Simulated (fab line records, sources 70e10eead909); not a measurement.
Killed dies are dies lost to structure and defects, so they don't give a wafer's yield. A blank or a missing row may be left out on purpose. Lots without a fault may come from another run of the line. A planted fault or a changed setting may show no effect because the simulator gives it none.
fab line records | flow nand_harc
record lots=11 wafers=33 last_day=24
route steps=1159 shown A_STAIRCASE@613 END@1159
lots that met no fault: from a run of the same line without faults
start_h: hours from the record's first day to the start of the lot's first wafer shown | wait_h: hours since the lot's step before | " the same as in the row above | L1.1+2: a row that stands for several wafers | - no value, or no start given | * or withheld: withheld | < > ~ a bound
route shown NAME@n: a module of which the file shows steps, and the number in the route of the first | usual: mean/standard deviation of fault-free wafers | same: alike in all rows | chamber/n: place in a boat | sites: the reading at each site | _std_site: their standard deviation | _edge_site: outer sites' mean less inner sites' | radius_mm: how far each site lies from the wafer's centre | mask NAME#n: copy n | behind: the tool/chamber that last shaped the wafer | hold: why the lot was held/for how many hours/how that ended | device: the transistor (n, p or np) that didn't switch | end of line: the same wafers' tests at the end of the route | a step without rows: its recipe alone | killed: dies lost to structure and defects at the first sort, not the wafer's yield | map: a wafer's dies, x killed, . not, _ none there
set.NAME: the setting as run; set.NAME@STEP: as run at that earlier step | model.NAME: the simulator's own value behind a step, which no gauge read
steps of the route over a sample of lots; a table a step, a row a wafer
services: from which hour (start_h, from the record's first day; less than 0 if before it) a tool's chamber was out of use, for how many hours, and why
## steps
# step NHARC_A_STAIRCASE_DESCUM_219
# recipe time_s=3 o2_flow_sccm=200 ar_flow_sccm=0 bias_power_w=0 chemistry=O2
# usual chamber_pressure_mTorr=60.01/0.054 drypump_motor_current_A=5.9/0.42 mfc_ar_sccm=0.009/0.011 oes_product_au=0.999/0.0089 rf_vpp_V=57.8/0.98 showerhead_plenum_p_Torr=1.92/0.087 throttle_valve_pct=11.310/0.0093
# same bias_power_w=0 time_s=3
# columns lot.wafer tool chamber start_h wait_h chamber_pressure_mTorr drypump_motor_current_A mfc_ar_sccm oes_product_au rf_hours_counter_h rf_vpp_V showerhead_plenum_p_Torr throttle_valve_pct
L459.4 rie_diel-10 1 239.40 - 59.98 5.7 0 0.992 - 57.7 2.07 11.310
L459.5 " 2 " " 60.05 6.4 0 0.997 - 58.3 1.98 11.311
L459.6 " 3 " " 60.00 5.9 0.002 1.002 - 55.2 1.77 11.305
L463.4 rie_diel-02 3 268.05 - 60.00 6.3 0 1.006 45 58.1 1.93 11.308
L463.6 " 2 " " 59.93 5.2 0.025 1.002 - 56.9 1.89 11.295
L463.5 " 3 " " 59.88 6.3 0 0.991 - 58.7 1.93 11.325
L464.2 rie_diel-10 3 272.88 - 59.92 5.9 0.002 1.005 33 57.5 1.77 11.308
L464.1 " 1 " " 59.99 5.7 0 0.995 35 58.8 2.06 11.327
L464.6 " 2 " " 59.98 6.3 0 0.995 - 58.0 1.98 11.315
L465.3 rie_diel-06 2 279.35 - 59.95 5.5 0.013 0.992 10 58.4 1.95 11.310
L465.5 " 3 " " 60.06 6.0 0 1.014 - 58.8 2.00 11.329
L465.6 " 0 " " 59.93 6.5 0 0.983 - 59.6 1.89 11.306
L467.4 rie_diel-02 0 295.95 - 60.05 6.0 0 0.992 55 57.1 1.82 11.291
L467.6 " 2 " " 60.06 5.2 0.025 0.991 - 58.4 1.88 11.317
L467.5 " 3 " " 60.03 6.3 0 0.998 - 57.4 1.93 11.310
L470.4 rie_diel-02 1 313.29 - 59.97 5.4 0.022 0.983 59 56.4 1.85 11.315
L470.2 " 2 " " 60.11 5.2 0.025 0.994 53 58.9 1.88 11.316
L470.6 " 3 " " 59.90 6.3 0 0.998 - 58.5 1.93 11.302
L471.1 rie_diel-10 1 333.14 - 59.95 5.7 0 1.002 60 58.6 2.06 11.321
L471.3 " 2 " " 60.01 6.4 0 0.996 49 58.6 1.97 11.292
L471.6 " 0 " " 60.02 6.2 0.030 1.003 - 59.9 2.01 11.309
L478.1 rie_diel-10 1 353.24 - 59.96 5.7 0 1.002 67 58.3 2.05 11.311
L478.3 " 2 " " 60.01 6.4 0 0.990 56 59.6 1.97 11.304
L478.4 " 3 " " 59.97 6.0 0.002 1.008 63 57.1 1.76 11.316
L481.1 rie_diel-02 1 368.56 - 59.98 5.4 0.022 0.989 12 55.8 1.84 11.307
L481.2 " 0 " " 60.02 6.0 0 0.990 13 58.5 1.82 11.315
L481.6 " 1 " " 60.03 5.4 0.022 0.995 - 58.2 1.84 11.318
L480.4 rie_diel-02 2 371.28 - 60.05 5.2 0.025 1.008 12 57.9 1.88 11.312
L480.3 " 3 " " 60.04 6.4 0 1.011 13 56.3 1.92 11.310
L480.6 " 3 " " 60.00 6.3 0 1.007 - 57.5 1.92 11.323
L482.4 rie_diel-06 1 389.59 - 60.00 6.0 0.012 1.011 54 59.7 2.06 11.316
L482.2 " 2 " " 60.04 5.4 0.013 1.008 48 58.2 1.94 11.316
L482.1 " 0 " " 60.05 6.5 0 0.993 51 57.3 1.87 11.318
# step NHARC_A_STAIRCASE_ETCH_221
# recipe target_depth_a=1000 time_s=40.5 ion_energy_ev=400 c4f8_flow_sccm=20 o2_flow_sccm=10 ar_flow_sccm=withheld rf_w=600 bias_w=1000 chemistry=C4F8/O2
# usual chamber_pressure_mTorr=24.998/0.023 oes_product_au=0.941/0.015 rf_vpp_V=896/5.6
# same time_s=40.5
# columns lot.wafer tool chamber start_h wait_h chamber_pressure_mTorr oes_product_au rf_hours_counter_h rf_vpp_V
L459.4 rie_diel-10 1 239.87 - 24.988 0.921 - 906
L459.5 " 2 " " 24.977 0.927 - 899
L459.6 " 3 " " 25.005 0.933 - 888
L463.4 rie_diel-02 1 268.28 - 24.971 0.964 43 894
L463.5 " 1 " " 25.005 0.959 - 892
L463.6 " 2 " " 25.004 0.944 - 893
L464.2 rie_diel-10 0 273.17 - 25.008 0.951 26 902
L464.1 " 2 " " 24.950 0.925 25 899
L464.6 " 0 " " 25.021 0.950 - 902
L465.3 rie_diel-06 0 279.56 - 24.992 0.925 11 893
L465.5 " 3 " " 25.016 0.966 - 902
L465.6 " 0 " " 25.029 0.944 - 892
L467.4 rie_diel-02 3 296.18 - 25.014 0.953 54 899
L467.6 " 1 " " 25.009 0.949 - 893
L467.5 " 2 " " 24.986 0.940 - 894
L470.2 rie_diel-02 3 313.51 - 24.985 0.934 60 896
L470.4 " 0 " " 24.979 0.930 60 890
L470.6 " 0 " " 25.028 0.940 - 890
L471.1 rie_diel-10 2 333.42 - 25.028 0.757 49 899
L471.3 " 3 " " 25.013 0.759 56 887
L471.6 " 2 " " 24.973 0.755 - 897
L478.4 rie_diel-10 1 353.48 - 25.004 0.762 67 905
L478.1 " 2 " " 24.965 0.745 56 899
L478.3 " 3 " " 24.997 0.764 63 886
L481.2 rie_diel-02 1 368.86 - 25.040 0.938 12 892
L481.1 " 3 " " 24.989 0.938 12 898
L481.6 " 2 " " 25.004 0.928 - 894
L480.3 rie_diel-02 2 371.52 - 24.960 0.942 12 893
L480.4 " 0 " " 25.006 0.942 15 890
L480.6 " 1 " " 25.024 0.947 - 891
L482.2 rie_diel-06 0 389.84 - 24.969 0.949 51 894
L482.4 " 1 " " 24.975 0.952 54 906
L482.1 " 3 " " 25.024 0.971 51 901
# step NHARC_A_STAIRCASE_ETCH_223
# recipe target_depth_a=1000 time_s=40.5 ion_energy_ev=400 c4f8_flow_sccm=20 o2_flow_sccm=10 ar_flow_sccm=withheld rf_w=600 bias_w=1000 chemistry=C4F8/O2
# usual chamber_pressure_mTorr=25.003/0.023 oes_product_au=0.942/0.016 rf_vpp_V=896/5.7
# same time_s=40.5
# columns lot.wafer tool chamber start_h wait_h chamber_pressure_mTorr oes_product_au rf_hours_counter_h rf_vpp_V
L459.5 rie_diel-10 1 - - 25.021 0.935 - 905
L459.4 " 2 " " 25.005 0.923 - 902
L459.6 " 3 " " 25.020 0.931 - 886
L463.4 rie_diel-02 0 - - 25.027 0.927 46 891
L463.5 " 1 " " 24.951 0.939 - 893
L463.6 " 2 " " 24.966 0.957 - 895
L464.2 rie_diel-10 0 - - 25.021 0.947 27 901
L464.1 " 2 " " 24.976 0.935 25 899
L464.6 " 3 " " 25.005 0.958 - 886
L465.3 rie_diel-06 3 - - 25.005 0.944 11 901
L465.6 " 2 " " 24.997 0.961 - 900
L465.5 " 3 " " 25.000 0.950 - 902
L467.4 rie_diel-02 0 - - 25.022 0.934 55 891
L467.5 " 2 " " 25.008 0.929 - 894
L467.6 " 3 " " 25.015 0.938 - 896
L470.4 rie_diel-02 0 - - 25.023 0.942 60 891
L470.2 " 2 " " 25.007 0.949 53 893
L470.6 " 0 " " 24.998 0.937 - 890
L471.1 rie_diel-10 1 - - 24.996 0.924 61 905
L471.3 " 0 " " 25.022 0.931 50 902
L471.6 " 1 " " 24.990 0.926 - 905
L478.4 rie_diel-06 2 353.73 - 24.973 0.945 34 897
L478.1 " 3 " " 24.995 0.942 39 900
L478.3 " 1 " " 25.002 0.933 39 904
L481.2 rie_diel-02 3 - - 24.980 0.935 12 895
L481.1 " 0 " " 24.988 0.925 13 889
L481.6 " 3 " " 25.019 0.933 - 896
L480.3 rie_diel-02 3 - - 25.043 0.936 14 897
L480.4 " 1 " " 25.008 0.936 13 891
L480.6 " 3 " " 24.953 0.929 - 897
L482.2 rie_diel-06 2 - - 24.970 0.954 48 898
L482.4 " 3 " " 25.012 0.974 51 902
L482.1 " 0 " " 25.008 0.956 51 893
# step NHARC_A_STAIRCASE_TRIM_231
# recipe time_s=211.2 o2_flow_sccm=500 ar_flow_sccm=0 bias_w=0 chemistry=O2
# usual chamber_pressure_mTorr=60.01/0.053 drypump_motor_current_A=6.0/0.36 mfc_ar_sccm=0.008/0.011 oes_product_au=1.000/0.01 rf_vpp_V=57.9/0.91 showerhead_plenum_p_Torr=3.58/0.17 throttle_valve_pct=17.034/0.0072
# same time_s=211.2
# columns lot.wafer tool chamber start_h wait_h chamber_pressure_mTorr drypump_motor_current_A mfc_ar_sccm oes_product_au rf_hours_counter_h rf_vpp_V showerhead_plenum_p_Torr throttle_valve_pct
L459.5 rie_diel-10 2 - - 59.93 6.4 0 1.005 - 56.4 3.64 17.046
L459.4 " 3 " " 59.94 5.9 0.002 1.001 - 56.4 3.28 17.035
L459.6 " 1 " " 59.99 5.7 0 1.005 - 57.8 3.79 17.043
L463.4 rie_diel-02 0 - - 60.08 6.1 0 0.981 46 56.2 3.38 17.025
L463.6 " 1 " " 60.04 5.4 0.022 0.992 - 57.3 3.43 17.034
L463.5 " 2 " " 59.99 5.2 0.025 0.996 - 58.3 3.48 17.021
L464.1 rie_diel-10 1 - - 59.96 5.6 0 0.996 36 59.2 3.79 17.030
L464.2 " 2 " " 60.01 6.4 0 0.996 26 57.7 3.64 17.030
L464.6 " 2 " " 60.00 6.4 0 0.997 - 57.6 3.64 17.053
L465.3 rie_diel-02 1 - - 59.90 5.4 0.022 0.984 47 58.4 3.42 17.030
L465.6 " 0 " " 60.04 6.1 0 0.992 - 58.1 3.38 17.025
L465.5 " 1 " " 59.96 5.4 0.022 0.989 - 56.8 3.42 17.049
L467.4 rie_diel-02 2 - - 60.02 5.2 0.025 0.986 48 57.5 3.48 17.026
L467.5 " 0 " " 59.98 6.0 0 0.997 - 56.8 3.37 17.041
L467.6 " 1 " " 60.07 5.4 0.022 0.998 - 57.5 3.42 17.026
L470.4 rie_diel-02 1 - - 60.06 5.4 0.022 0.998 59 57.1 3.42 17.041
L470.2 " 2 " " 59.97 5.2 0.025 1.004 54 57.7 3.48 17.034
L470.6 " 0 " " 59.90 6.1 0 0.995 - 56.7 3.37 17.045
L471.1 rie_diel-10 3 - - 59.99 6.0 0.002 0.994 56 58.1 3.26 17.034
L471.3 " 1 " " 59.94 5.7 0 1.001 61 59.3 3.77 17.033
L471.6 " 3 " " 60.03 5.9 0.002 0.999 - 56.7 3.26 17.052
L478.1 rie_diel-06 0 - - 59.96 6.5 0 0.987 39 58.8 3.46 17.034
L478.4 " 1 " " 60.07 6.0 0.012 1.013 39 59.1 3.78 17.038
L478.3 " 3 " " 60.07 6.1 0 1.014 39 56.9 3.67 17.031
L481.1 rie_diel-02 3 - - 60.03 6.3 0 0.995 13 57.4 3.54 17.038
L481.2 " 1 " " 59.97 5.4 0.022 0.993 13 56.1 3.41 17.030
L481.6 " 0 " " 60.02 6.0 0 0.995 - 58.6 3.36 17.035
L480.3 rie_diel-10 2 - - 59.99 6.4 0 0.985 4 57.3 3.62 17.041
L480.4 " 1 " " 59.95 5.7 0 1.005 - 58.3 3.77 17.042
L480.6 " 2 " " 60.06 6.3 0 0.986 - 57.6 3.62 17.022
L482.2 rie_diel-10 0 - - 60.02 6.2 0.030 0.990 10 58.8 3.69 17.039
L482.1 " 2 " " 59.96 6.4 0 0.983 11 57.5 3.61 17.044
L482.4 " 2 " " 60.08 6.4 0 0.991 - 57.8 3.61 17.026
# step NHARC_END_SORT_01
# recipe temp_c=25
# usual killed_at_array=28/10 killed_at_other=0.5/0.82 killed_at_periphery=3.4/2.2 killed_dies=31/10 killed_open=3.4/1.9 killed_short=1.9/1.3
# same gross_dies=677
# columns lot.wafer tool chamber start_h wait_h killed_at_array killed_at_other killed_at_periphery killed_dies killed_open killed_short
L471.1 prober-02 0 555.23 2.5 673 0 4 677 3 1
L471.3 prober-02 0 556.80 3.1 673 0 4 677 7 3
L471.6 prober-02 0 559.16 3.9 674 0 3 677 7 4
L478.1 prober-01 0 561.30 2.5 675 0 2 677 2 3
L478.3 prober-01 0 562.90 3.1 676 0 1 677 1 4
L478.4 prober-01 0 563.70 3.4 675 0 2 677 1 1
# killed by level:class
L471.1 A_STAIRCASE:area_etch=647 A_CHANNEL_HOLE_D1:chamber_film_flake=10 A_STAIRCASE:chamber_film_flake=5 A_CONTACT:chamber_film_flake=4 A_BLC:chamber_film_flake=3 P_GATE:chamber_film_flake=2 P_STI:geometric_particle:open=1 P_M1:geometric_particle:open=1
L471.3 A_STAIRCASE:area_etch=636 A_CHANNEL_HOLE_D1:chamber_film_flake=19 A_BLC:chamber_film_flake=4 A_CONTACT:chamber_film_flake=3 A_CHANNEL_FILL_D1:geometric_particle:open=2 A_CONTACT:geometric_particle:open=2 A_M0:geometric_particle:open=2 A_STAIRCASE:chamber_film_flake=2
L471.6 A_STAIRCASE:area_etch=639 A_CHANNEL_HOLE_D1:chamber_film_flake=14 A_CONTACT:chamber_film_flake=5 A_STAIRCASE:chamber_film_flake=4 A_CONTACT:geometric_particle:open=2 A_BLC:chamber_film_flake=2 P_GATE:geometric_particle:open=1 P_M0:geometric_particle:open=1
L478.1 A_STAIRCASE:area_etch=659 A_CHANNEL_HOLE_D1:chamber_film_flake=4 A_CONTACT:chamber_film_flake=4 A_CHANNEL_FILL_D1:geometric_particle:short=2 A_STAIRCASE:chamber_film_flake=2 A_WL_FILL:chamber_film_flake=2 P_GATE:geometric_particle:open=1 A_BLC:geometric_particle:open=1
L478.3 A_STAIRCASE:area_etch=663 A_CHANNEL_HOLE_D1:chamber_film_flake=4 A_CONTACT:chamber_film_flake=3 A_SOURCE_PLATE:geometric_particle:short=2 A_WL_FILL:geometric_particle:short=2 A_CHANNEL_FILL_D1:geometric_particle:open=1 P_GATE:chamber_film_flake=1 A_WL_FILL:chamber_film_flake=1
L478.4 A_STAIRCASE:area_etch=661 A_CHANNEL_HOLE_D1:chamber_film_flake=9 A_CONTACT:chamber_film_flake=3 A_SOURCE_PLATE:geometric_particle:short=1 A_CHANNEL_HOLE_D1:geometric_particle:open=1 P_GATE:chamber_film_flake=1 P_M2:chamber_film_flake=1
## services
# columns tool chamber start_h hours kind
rie_diel-10 0 232.39 22.6 repair
rie_diel-02 0 234.41 - clean
rie_diel-02 1 234.41 - clean
rie_diel-02 2 234.41 - clean
rie_diel-02 3 234.41 - clean
rie_diel-06 - 241.43 9.0 pm
rie_diel-02 0 260.01 - clean
rie_diel-02 1 260.01 - clean
rie_diel-02 2 260.01 - clean
rie_diel-02 3 260.01 - clean
rie_diel-02 0 284.51 - clean
rie_diel-02 1 284.51 - clean
rie_diel-02 2 284.51 - clean
rie_diel-02 3 284.51 - clean
rie_diel-02 0 309.01 - clean
rie_diel-02 1 309.01 - clean
rie_diel-02 2 309.01 - clean
rie_diel-02 3 309.01 - clean
rie_diel-10 - 310.41 0.8 repair
rie_diel-02 - 329.09 9.0 pm
rie_diel-10 - 353.53 9.0 pm
rie_diel-10 3 367.24 13.3 repair
rie_diel-10 1 386.81 5.0 repair
rie_diel-06 - 390.24 1.4 repair
## key
first_sign step=NHARC_A_STAIRCASE_ETCH_221 reading=oes_product_au direction=down sigmas=12 usual=0.941 struck=0.757
effect step=NHARC_END_SORT_01 reading=killed_at_array direction=up sigmas=63 usual=28 struck=674
more_kills_born_at NHARC_A_STAIRCASE_ETCH_221@rie_diel-10=3905
met_at NHARC_A_STAIRCASE_ETCH_221
struck_lots L471,L478
later_rows_left_out L471.1,L471.3,L471.6,L478.1,L478.3,L478.4
tester_left_out L471,L478
not_acting_at NHARC_A_STAIRCASE_DESCUM_219,NHARC_A_STAIRCASE_ETCH_223,NHARC_A_STAIRCASE_TRIM_231
onset_between 273.17 333.42
fault kind=process_parameter_drift tool=rie_diel-10 chamber=- onset_h=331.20 steps=NHARC_A_STAIRCASE_ETCH_221 channel=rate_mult offset=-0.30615 shape=step end_h=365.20
# tester_left_out: of these lots the tester's yield and bins aren't shown, on N5 and GAA mostly nor the transistor test; their killed dies are dies lost to structure and defects alone, not to doping, threshold or leakage, so they don't give the yield
# later_rows_left_out: the simulator's readings of these wafers behind a module that went badly wrong aren't trusted and aren't shown, but for the sort
